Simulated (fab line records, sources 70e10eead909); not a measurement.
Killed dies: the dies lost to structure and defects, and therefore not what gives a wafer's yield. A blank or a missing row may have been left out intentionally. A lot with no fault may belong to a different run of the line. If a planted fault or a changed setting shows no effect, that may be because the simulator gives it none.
fab line records	flow nandHarc
[record] lots = 6	wafers = 18	lastDay = 31
route steps=1302 shown A_SLIT@944 A_SIN_REMOVE@947 A_WL_FILL@952 END@1302
lots with no fault: from the same line, run without faults
startH: hours from the record's first day to the start of the lot's first wafer shown	waitH: hours elapsed since this lot's preceding step	" as in the row above	L1.1+2: several wafers, shown together as one row	- value missing, or start not given	* or withheld: withheld	< > ~ a bound
route shown NAME@n: NAME is a module with steps in the file, n the number in the route of the first one	usual: mean/standard deviation taken from wafers without a fault	same: alike in all rows	chamber/n: place in a boat	sites: the reading at each site	_std_site: the standard deviation of these	_edge_site: mean of outer sites minus mean of inner sites	radiusMm: for every site, how far away it sits from the centre of the wafer	mask NAME#n: copy n	behind: the tool/chamber that last shaped the wafer	hold: why the lot was held/for how many hours/how that ended	device: whichever transistor did not switch (one of n, p or np)	end of line: tests run on the same wafers once the route is complete	for a step that has no rows: nothing shown but its recipe	killed: at the first sort, the dies lost to defects and structure; wafer yield is something else	map: per-die view of a wafer (x killed, . not killed, _ where there is no die)
set.NAME: the run value of the setting; set.NAME@STEP: its run value at that earlier step	model.NAME: the simulator's own value behind a step, which no gauge read
certain route steps with their lots: each step a table, each wafer a row
services: from which hour (startH, from the record's first day; less than 0 if before it) a tool's chamber was out of use, for how many hours, and why
[[steps]]
[step NHARC_A_SLIT_PRECLEAN_19]
[recipe] timeS = *	tempC = 50	bathAgeMin = 0	chemistry = SC1
[step NHARC_A_SLIT_SRD_20]
[step NHARC_A_SLIT_CD_MEAS_21]
[usual] cdNm = 289.6/0.75
lot.wafer	tool	chamber	startH	waitH	cdNm
L170.1	cdSem-03	-	505.42	-	289.7
L170.3	"	-	"	"	290.4
L170.4	"	-	"	"	289.9
L177.1	cdSem-02	-	581.90	-	289.0
L177.2	"	-	"	"	290.2
L177.4	"	-	"	"	290.0
L178.3	cdSem-02	-	603.61	0.1	289.0
L178.4	"	-	"	"	288.8
L178.5	"	-	"	"	288.6
L181.2	cdSem-03	-	607.65	-	290.2
L181.4	"	-	"	"	288.8
L181.6	"	-	"	"	289.7
L184.4	cdSem-03	-	644.77	-	290.6
L184.5	"	-	"	"	291.7
L184.6	"	-	"	"	289.5
L185.3	cdSem-01	-	647.74	-	289.9
L185.5	"	-	"	"	287.7
L185.6	"	-	"	"	290.5
[step NHARC_A_SIN_REMOVE_WET_00]
[recipe] tempC = 160	timeS = 15300	chemistry = H3PO4
[step NHARC_A_SIN_REMOVE_PRECLEAN_01]
[recipe] timeS = *	tempC = 50	bathAgeMin = 0	chemistry = SC1
[step NHARC_A_SIN_REMOVE_SRD_02]
[step NHARC_A_SIN_REMOVE_INSPECT_04]
[usual] rawDefectCount = 379/78
lot.wafer	tool	chamber	startH	waitH	rawDefectCount
L170.1	defectInspect-01	-	512.07	0.0	522
L170.3	"	-	"	"	471
L170.4	"	-	"	"	385
L177.1	defectInspect-02	-	588.59	0.0	380
L177.2	"	-	"	"	367
L177.4	"	-	"	"	423
L178.3	defectInspect-02	-	610.32	0.0	492
L178.4	"	-	"	"	287
L178.5	"	-	"	"	401
L181.2	defectInspect-02	-	615.13	0.0	429
L181.4	"	-	"	"	484
L181.6	"	-	"	"	412
L184.4	defectInspect-01	-	651.31	0.0	426
L184.5	"	-	"	"	401
L184.6	"	-	"	"	466
L185.3	defectInspect-02	-	654.33	0.0	419
L185.5	"	-	"	"	385
L185.6	"	-	"	"	458
[step NHARC_A_WL_FILL_ALD_00]
[recipe] targetThkA = 30	pulseTimeS = 3	aldCycles = 30	tempC = 300	material = Al2O3
[usual] heaterPowerW = 489/40	precursorPulseHeightRel = 0.997/0.022	susceptorTempC = 299.96/0.19
lot.wafer	tool	chamber	startH	waitH	heaterPowerW	precursorPulseHeightRel	susceptorTempC
L170.4	aldHk-02	1	512.13	0.1	514	1.005	300.18
L170.1	"	2	"	"	488	1.034	299.60
L170.3	"	0	"	"	456	1.023	299.74
L177.4	aldHk-02	0	588.95	0.4	464	1.001	300.25
L177.1	"	1	"	"	531	1.011	299.75
L177.2	"	2	"	"	479	0.971	299.84
L178.3	aldHk-03	1	611.09	0.8	583	0.980	299.88
L178.4	"	0	"	"	483	1.008	299.80
L178.5	"	1	"	"	572	1.003	299.88
L181.4	aldHk-02	2	615.19	0.1	476	0.946	299.80
L181.2	"	0	"	"	449	1.004	300.42
L181.6	"	3	"	"	436	1.010	299.66
L184.4	aldHk-04	2	651.38	0.1	510	0.957	300.01
L184.6	"	2	"	"	497	0.987	300.08
L184.5	"	3	"	"	456	1.030	300.10
L185.3	aldHk-04	1	654.43	0.1	511	1.002	300.02
L185.5	"	0	"	"	455	0.981	299.87
L185.6	"	1	"	"	513	0.993	299.67
[step NHARC_A_WL_FILL_RTA_01]
[recipe] tempC = 1000	timeS = 5
[usual] lampPowerPct = 27.1/1.3	lamp_zone_5_pct = 27.1/1.3	wafer_temp_C_max = 1005.0/1.2
lot.wafer	tool	chamber	startH	waitH	lampPowerPct	lamp_zone_5_pct	wafer_temp_C_max
L170.1	rtpAnneal-01	0	512.39	-	28.4	28.3	1004.1
L170.3	"	0	"	"	28.4	28.4	1006.0
L170.4	"	0	"	"	28.3	28.3	1005.6
L177.1	rtpAnneal-02	0	589.22	-	25.7	25.7	1003.0
L177.2	"	0	"	"	25.7	25.7	1003.1
L177.4	"	0	"	"	25.7	25.7	1003.4
L178.3	rtpAnneal-01	0	611.57	0.4	28.3	28.3	1007.2
L178.4	"	0	"	"	28.3	28.4	1005.5
L178.5	"	0	"	"	28.3	28.3	1005.9
L181.2	rtpAnneal-02	0	615.51	-	25.7	25.7	1004.2
L181.4	"	0	"	"	25.7	25.6	1005.2
L181.6	"	0	"	"	25.7	25.7	1003.9
L184.4	rtpAnneal-02	0	651.73	-	25.7	25.7	1003.9
L184.5	"	0	"	"	25.7	25.7	1004.8
L184.6	"	0	"	"	25.7	25.7	1003.8
L185.3	rtpAnneal-02	0	654.72	-	25.7	25.7	1003.8
L185.5	"	0	"	"	25.7	25.7	1003.8
L185.6	"	0	"	"	25.7	25.7	1004.3
[step NHARC_A_WL_FILL_ALD_02]
[recipe] targetThkA = 20	pulseTimeS = 3	aldCycles = 100	tempC = 450	material = TiN
[usual] heaterPowerW = 1085/120	precursorPulseHeightRel = 1.003/0.021	susceptorTempC = 450.03/0.21
lot.wafer	tool	chamber	startH	waitH	heaterPowerW	precursorPulseHeightRel	susceptorTempC
L170.4	aldMetal-02	2	512.65	0.1	1260	0.987	450.00
L170.1	"	3	"	"	1139	0.955	449.85
L170.3	"	0	"	"	1057	1.046	450.23
L177.1	aldMetal-01	2	589.43	0.2	977	0.996	450.06
L177.2	"	0	"	"	1052	0.995	450.15
L177.4	"	1	"	"	1047	1.033	450.12
L178.3	aldMetal-01	3	611.73	0.1	1399	1.010	450.03
L178.4	"	1	"	"	1046	1.022	450.01
L178.5	"	0	"	"	1039	0.991	450.13
L181.4	aldMetal-03	0	615.84	0.2	1063	1.022	449.97
L181.2	"	3	"	"	1048	1.012	449.94
L181.6	"	1	"	"	1048	1.000	450.06
L184.4	aldMetal-02	3	651.93	0.2	1161	1.061	449.72
L184.6	"	1	"	"	926	1.000	449.98
L184.5	"	2	"	"	1205	1.016	449.88
L185.3	aldMetal-03	2	654.96	0.2	1033	1.051	449.56
L185.6	"	0	"	"	1011	1.017	450.12
L185.5	"	1	"	"	1084	1.022	450.00
[step NHARC_A_WL_FILL_CVD_03]
[recipe] targetThkA = 400	tempC = 300	pressureTorr = 40	wf6FlowSccm = 40	h2FlowSccm = 1600	arFlowSccm = 1560	timeS = 279	material = W
[usual] chamberPressureTorr = 39.98/0.087	heaterPowerOuterW = 279/35	heaterPowerW = 478/56	susceptorTempC = 300.01/0.2	throttleValvePct = 8.04/0.18
lot.wafer	tool	chamber	startH	waitH	chamberPressureTorr	heaterPowerOuterW	heaterPowerW	susceptorTempC	throttleValvePct
L170.1	cvdW-01	0	513.05	0.1	39.99	291	464	300.15	8.17
L170.4	"	0	"	"	40.08	296	452	299.84	8.02
L170.3	"	1	"	"	40.01	232	423	299.70	8.32
L177.2	cvdW-01	1	589.87	0.1	-	-	-	-	-
L177.1	"	0	"	"	-	-	-	-	-
L177.4	"	1	"	"	-	-	-	-	-
L178.3	cvdW-02	1	612.27	0.2	-	-	-	-	-
L178.4	"	0	"	"	-	-	-	-	-
L178.5	"	1	"	"	-	-	-	-	-
L181.2	cvdW-02	0	616.33	0.1	39.88	285	511	300.33	8.02
L181.4	"	1	"	"	40.02	329	574	300.11	8.08
L181.6	"	0	"	"	40.00	281	511	300.11	8.10
L184.4	cvdW-01	0	652.40	0.2	40.00	303	483	-	8.03
L184.5	"	0	"	"	39.91	320	479	-	8.12
L184.6	"	1	"	"	39.96	222	410	-	8.38
L185.3	cvdW-01	0	655.47	0.2	39.90	294	472	300.16	7.93
L185.6	"	1	"	"	40.11	229	411	300.02	8.23
L185.5	"	0	"	"	39.89	304	476	300.10	7.88
[step NHARC_A_WL_FILL_ETCHBACK_04]
[recipe] targetDepthA = 600	timeS = 120	chemistry = NF3
[usual] drypumpMotorCurrentA = 5.6/0.67	oesProductAu = 1.004/0.0089
lot.wafer	tool	chamber	startH	waitH	drypumpMotorCurrentA	oesProductAu	rfHoursCounterH
L170.1	rieMetal-03	0	513.45	0.4	5.1	1.012	3.3
L170.3	"	1	"	"	4.7	1.004	-
L170.4	"	0	"	"	5.1	0.996	-
L177.2	rieMetal-03	0	590.24	0.3	5.1	1.006	1.0
L177.1	"	1	"	"	4.7	1.012	1.0
L177.4	"	1	"	"	4.7	1.001	-
L178.4	rieMetal-02	1	612.60	0.2	6.0	1.014	-
L178.3	"	0	"	"	5.5	0.989	-
L178.5	"	0	"	"	5.6	0.997	-
L181.2	rieMetal-03	0	616.69	0.3	5.1	0.993	1.3
L181.4	"	0	"	"	5.1	1.009	-
L181.6	"	1	"	"	4.7	1.004	-
L184.4	rieMetal-01	0	652.73	0.3	6.4	1.017	-
L184.5	"	0	"	"	6.4	1.011	-
L184.6	"	1	"	"	5.8	0.996	-
L185.3	rieMetal-01	1	655.79	0.3	5.9	1.007	-
L185.6	"	0	"	"	6.4	1.008	-
L185.5	"	1	"	"	5.9	1.004	-
[step NHARC_END_SORT_01]
[recipe] tempC = 25
[usual] killedAtArray = 55/20	killedAtOther = 1.1/1.2	killedAtPeriphery = 3.8/2.8	killedDies = 60/19	killedOpen = 3.4/1.9	killedShort = 2.2/1.5
[same] grossDies = 677
lot.wafer	tool	chamber	startH	waitH	killedAtArray	killedAtOther	killedAtPeriphery	killedDies	killedOpen	killedShort
L177.1	prober-01	0	692.23	2.5	669	0	8	677	5	0
L177.2	prober-01	0	693.02	2.8	673	0	4	677	3	3
L177.4	prober-01	0	694.61	3.4	671	0	6	677	3	5
L181.2	prober-01	0	706.05	2.8	65	4	2	71	5	2
L181.4	prober-01	0	707.64	3.4	58	0	3	61	3	1
L181.6	prober-01	0	709.23	4.0	46	1	4	51	4	2
L178.3	prober-01	0	714.64	3.1	672	1	4	677	8	1
L178.4	prober-01	0	715.45	3.4	675	1	1	677	3	2
L178.5	prober-01	0	716.26	3.7	675	1	1	677	2	2
L184.4	prober-02	0	747.65	3.4	55	0	4	59	1	1
L184.5	prober-02	0	748.44	3.7	57	0	4	61	6	1
L184.6	prober-02	0	749.24	4.0	56	0	5	61	3	2
L185.3	prober-01	0	753.50	3.1	68	0	4	72	2	5
L185.5	prober-01	0	755.12	3.7	63	0	4	67	0	0
L185.6	prober-01	0	755.92	4.0	67	1	11	79	2	2
// killed by level:class
L177.1 A_WL_FILL:areaCvd=644 A_CHANNEL_HOLE_D1:chamberFilmFlake=8 A_STAIRCASE:chamberFilmFlake=7 P_CONTACT:geometricParticle:open=4 A_CONTACT:chamberFilmFlake=4 P_M0:chamberFilmFlake=3 A_DECK1_JOINT:chamberFilmFlake=2 A_SLIT:chamberFilmFlake=2
L177.2 A_WL_FILL:areaCvd=649 A_CHANNEL_HOLE_D1:chamberFilmFlake=8 A_CONTACT:chamberFilmFlake=4 A_SLIT:chamberFilmFlake=3 A_STAIRCASE:chamberFilmFlake=2 P_GATE:geometricParticle:short=1 P_M1:geometricParticle:open=1 A_ONON_D1:geometricParticle:short=1
L177.4 A_WL_FILL:areaCvd=635 A_CONTACT:chamberFilmFlake=10 A_STAIRCASE:chamberFilmFlake=7 A_CHANNEL_HOLE_D1:chamberFilmFlake=6 P_M0:chamberFilmFlake=3 A_SLIT:chamberFilmFlake=3 A_DECK1_JOINT:geometricParticle:short=2 P_GATE:geometricParticle:open=1
L181.2 A_SLIT:chamberFilmFlake=27 A_CHANNEL_HOLE_D1:chamberFilmFlake=11 A_CHANNEL_HOLE_D2:chamberFilmFlake=11 A_CONTACT:chamberFilmFlake=11 THIN_TSV:chamberFilmFlake=3 P_M0:geometricParticle:open=2 A_BLC:geometricParticle:open=2 A_M0:geometricParticle:short=1
L181.4 A_SLIT:chamberFilmFlake=26 A_CHANNEL_HOLE_D2:chamberFilmFlake=11 A_CHANNEL_HOLE_D1:chamberFilmFlake=9 A_STAIRCASE:chamberFilmFlake=3 A_CONTACT:chamberFilmFlake=3 A_CHANNEL_FILL_D2:chamberFilmFlake=2 P_M0:geometricParticle:open=1 A_CHANNEL_HOLE_D1:geometricParticle:short=1
L181.6 A_SLIT:chamberFilmFlake=20 A_CHANNEL_HOLE_D2:chamberFilmFlake=14 A_CHANNEL_HOLE_D1:chamberFilmFlake=7 P_ZERO_WELL:chamberFilmFlake=2 P_M0:geometricParticle:open=1 P_M1:geometricParticle:short=1 A_ONON_D1:geometricParticle:open=1 A_WL_FILL:geometricParticle:short=1
L178.3 A_WL_FILL:areaCvd=637 A_CHANNEL_HOLE_D2:chamberFilmFlake=15 A_CHANNEL_HOLE_D1:chamberFilmFlake=8 A_SLIT:chamberFilmFlake=3 P_GATE:geometricParticle:open=2 P_M0:geometricParticle:open=2 A_M0:geometricParticle:open=2 A_CONTACT:chamberFilmFlake=2
L178.4 A_WL_FILL:areaCvd=636 A_CHANNEL_HOLE_D2:chamberFilmFlake=20 A_CHANNEL_HOLE_D1:chamberFilmFlake=6 A_SLIT:chamberFilmFlake=5 A_STAIRCASE:chamberFilmFlake=2 P_M0:geometricParticle:open=1 A_CHANNEL_HOLE_D1:geometricParticle:short=1 A_DECK1_JOINT:geometricParticle:open=1
L178.5 A_WL_FILL:areaCvd=636 A_CHANNEL_HOLE_D2:chamberFilmFlake=19 A_CHANNEL_HOLE_D1:chamberFilmFlake=12 A_STAIRCASE:chamberFilmFlake=2 A_SLIT:chamberFilmFlake=2 P_M0:geometricParticle:open=1 A_DECK1_JOINT:geometricParticle:short=1 A_ONON_D2:geometricParticle:short=1
L184.4 A_CHANNEL_HOLE_D1:chamberFilmFlake=35 A_STAIRCASE:chamberFilmFlake=5 A_SLIT:chamberFilmFlake=5 A_CONTACT:chamberFilmFlake=5 P_ZERO_WELL:chamberFilmFlake=2 A_M1:chamberFilmFlake=2 A_CHANNEL_FILL_D1:geometricParticle:open=1 A_DECK1_JOINT:geometricParticle:short=1
L184.5 A_CHANNEL_HOLE_D1:chamberFilmFlake=26 A_CONTACT:chamberFilmFlake=11 A_SLIT:chamberFilmFlake=5 A_WL_FILL:chamberFilmFlake=4 A_SOURCE_PLATE:geometricParticle:open=3 A_STAIRCASE:chamberFilmFlake=3 A_DECK1_JOINT:geometricParticle:short=1 A_ONON_D2:geometricParticle:open=1
L184.6 A_CHANNEL_HOLE_D1:chamberFilmFlake=27 A_STAIRCASE:chamberFilmFlake=9 A_SLIT:chamberFilmFlake=6 A_WL_FILL:chamberFilmFlake=3 A_CONTACT:chamberFilmFlake=3 P_ZERO_WELL:chamberFilmFlake=2 A_M1:chamberFilmFlake=2 A_CHANNEL_FILL_D1:geometricParticle:open=1
L185.3 A_SLIT:chamberFilmFlake=23 A_CHANNEL_HOLE_D2:chamberFilmFlake=21 A_CONTACT:chamberFilmFlake=7 A_CHANNEL_HOLE_D1:chamberFilmFlake=5 P_M0:chamberFilmFlake=3 A_STAIRCASE:chamberFilmFlake=3 A_CHANNEL_FILL_D2:geometricParticle:short=2 A_CHANNEL_FILL_D1:chamberFilmFlake=2
L185.5 A_CHANNEL_HOLE_D2:chamberFilmFlake=25 A_SLIT:chamberFilmFlake=21 A_CHANNEL_HOLE_D1:chamberFilmFlake=7 A_STAIRCASE:chamberFilmFlake=6 P_M0:chamberFilmFlake=3 P_ZERO_WELL:chamberFilmFlake=1 A_ZERO_WELL:chamberFilmFlake=1 A_CHANNEL_FILL_D1:chamberFilmFlake=1
L185.6 A_SLIT:chamberFilmFlake=35 A_CHANNEL_HOLE_D2:chamberFilmFlake=18 P_M0:chamberFilmFlake=9 A_CHANNEL_HOLE_D1:chamberFilmFlake=3 A_STAIRCASE:chamberFilmFlake=3 A_CHANNEL_FILL_D1:chamberFilmFlake=2 A_WL_FILL:geometricParticle:short=2 P_GATE:chamberFilmFlake=2
// map L177.1 (x killed, . not)
____________x____________
_________xxxxxxx_________
_______xxxxxxxxxxx_______
______xxxxxxxxxxxxx______
_____xxxxxxxxxxxxxxx_____
____xxxxxxxxxxxxxxxxx____
____xxxxxxxxxxxxxxxxx____
___xxxxxxxxxxxxxxxxxxx___
___xxxxxxxxxxxxxxxxxxx___
__xxxxxxxxxxxxxxxxxxxxx__
__xxxxxxxxxxxxxxxxxxxxx__
_xxxxxxxxxxxxxxxxxxxxxxx_
_xxxxxxxxxxxxxxxxxxxxxxx_
_xxxxxxxxxxxxxxxxxxxxxxx_
_xxxxxxxxxxxxxxxxxxxxxxx_
_xxxxxxxxxxxxxxxxxxxxxxx_
xxxxxxxxxxxxxxxxxxxxxxxxx
xxxxxxxxxxxxxxxxxxxxxxxxx
xxxxxxxxxxxxxxxxxxxxxxxxx
xxxxxxxxxxxxxxxxxxxxxxxxx
xxxxxxxxxxxxxxxxxxxxxxxxx
_xxxxxxxxxxxxxxxxxxxxxxx_
_xxxxxxxxxxxxxxxxxxxxxxx_
_xxxxxxxxxxxxxxxxxxxxxxx_
_xxxxxxxxxxxxxxxxxxxxxxx_
_xxxxxxxxxxxxxxxxxxxxxxx_
__xxxxxxxxxxxxxxxxxxxxx__
__xxxxxxxxxxxxxxxxxxxxx__
___xxxxxxxxxxxxxxxxxxx___
___xxxxxxxxxxxxxxxxxxx___
____xxxxxxxxxxxxxxxxx____
____xxxxxxxxxxxxxxxxx____
_____xxxxxxxxxxxxxxx_____
______xxxxxxxxxxxxx______
_______xxxxxxxxxxx_______
_________xxxxxxx_________
____________x____________
// map L178.3 (x killed, . not)
____________x____________
_________xxxxxxx_________
_______xxxxxxxxxxx_______
______xxxxxxxxxxxxx______
_____xxxxxxxxxxxxxxx_____
____xxxxxxxxxxxxxxxxx____
____xxxxxxxxxxxxxxxxx____
___xxxxxxxxxxxxxxxxxxx___
___xxxxxxxxxxxxxxxxxxx___
__xxxxxxxxxxxxxxxxxxxxx__
__xxxxxxxxxxxxxxxxxxxxx__
_xxxxxxxxxxxxxxxxxxxxxxx_
_xxxxxxxxxxxxxxxxxxxxxxx_
_xxxxxxxxxxxxxxxxxxxxxxx_
_xxxxxxxxxxxxxxxxxxxxxxx_
_xxxxxxxxxxxxxxxxxxxxxxx_
xxxxxxxxxxxxxxxxxxxxxxxxx
xxxxxxxxxxxxxxxxxxxxxxxxx
xxxxxxxxxxxxxxxxxxxxxxxxx
xxxxxxxxxxxxxxxxxxxxxxxxx
xxxxxxxxxxxxxxxxxxxxxxxxx
_xxxxxxxxxxxxxxxxxxxxxxx_
_xxxxxxxxxxxxxxxxxxxxxxx_
_xxxxxxxxxxxxxxxxxxxxxxx_
_xxxxxxxxxxxxxxxxxxxxxxx_
_xxxxxxxxxxxxxxxxxxxxxxx_
__xxxxxxxxxxxxxxxxxxxxx__
__xxxxxxxxxxxxxxxxxxxxx__
___xxxxxxxxxxxxxxxxxxx___
___xxxxxxxxxxxxxxxxxxx___
____xxxxxxxxxxxxxxxxx____
____xxxxxxxxxxxxxxxxx____
_____xxxxxxxxxxxxxxx_____
______xxxxxxxxxxxxx______
_______xxxxxxxxxxx_______
_________xxxxxxx_________
____________x____________
[[services]]
tool	chamber	startH	hours	kind
aldMetal-02	-	505.12	1.4	repair
cvdW-02	1	506.25	3.7	repair
rieMetal-03	-	519.00	9.0	pm
aldMetal-01	-	526.00	10.0	pm
aldHk-02	-	528.31	10.0	pm
cvdW-02	-	531.83	2.5	repair
rieMetal-01	1	544.51	22.6	repair
cvdW-01	-	547.08	13.0	pm
aldMetal-02	3	561.23	19.5	repair
aldMetal-03	-	568.00	10.0	pm
aldHk-03	-	568.44	10.0	pm
rieMetal-01	-	575.00	9.0	pm
aldMetal-02	-	576.03	0.5	repair
aldMetal-03	2	580.55	28.1	repair
rieMetal-02	0	588.47	11.7	repair
aldHk-02	-	592.07	1.8	repair
rieMetal-01	1	593.67	2.4	repair
aldMetal-02	-	610.00	10.0	pm
aldHk-04	-	613.29	10.0	pm
cvdW-02	-	631.00	13.0	pm
aldMetal-03	-	633.90	0.4	repair
aldMetal-02	-	640.54	1.1	repair
aldMetal-01	3	641.67	30.6	repair
aldHk-02	-	653.83	0.6	repair
[[key]]
[firstSign] step = NHARC_A_WL_FILL_CVD_03	reading = toolRecord	direction = missing
[effect] step = NHARC_END_SORT_01	reading = killedDies	direction = up	sigmas = 32	usual = 60	struck = 677
[moreKillsBornAt] NHARC_A_WL_FILL_CVD_03@cvdW-01 = 1928	NHARC_A_WL_FILL_CVD_03@cvdW-02 = 1909
metAt NHARC_A_WL_FILL_CVD_03
struckWafers L177.1,L177.2,L177.4,L178.3,L178.4,L178.5
laterRowsLeftOut L177.1,L177.2,L177.4,L178.3,L178.4,L178.5
testerLeftOut L177,L178
onsetBetween 513.05 589.87
[fault] kind = skippedStepWhole	tool = cvdW-01,cvdW-02	chamber = -	onsetH = 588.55	steps = NHARC_A_WL_FILL_CVD_03	scope = struckLotsOnly
// testerLeftOut: of these lots the tester's yield and bins aren't shown, on N5 and GAA mostly nor the transistor test; their killed dies are dies lost to structure and defects alone, not to doping, threshold or leakage, so they don't give the yield
// laterRowsLeftOut: the simulator's readings of these wafers behind a module that went badly wrong aren't trusted and aren't shown, but for the sort
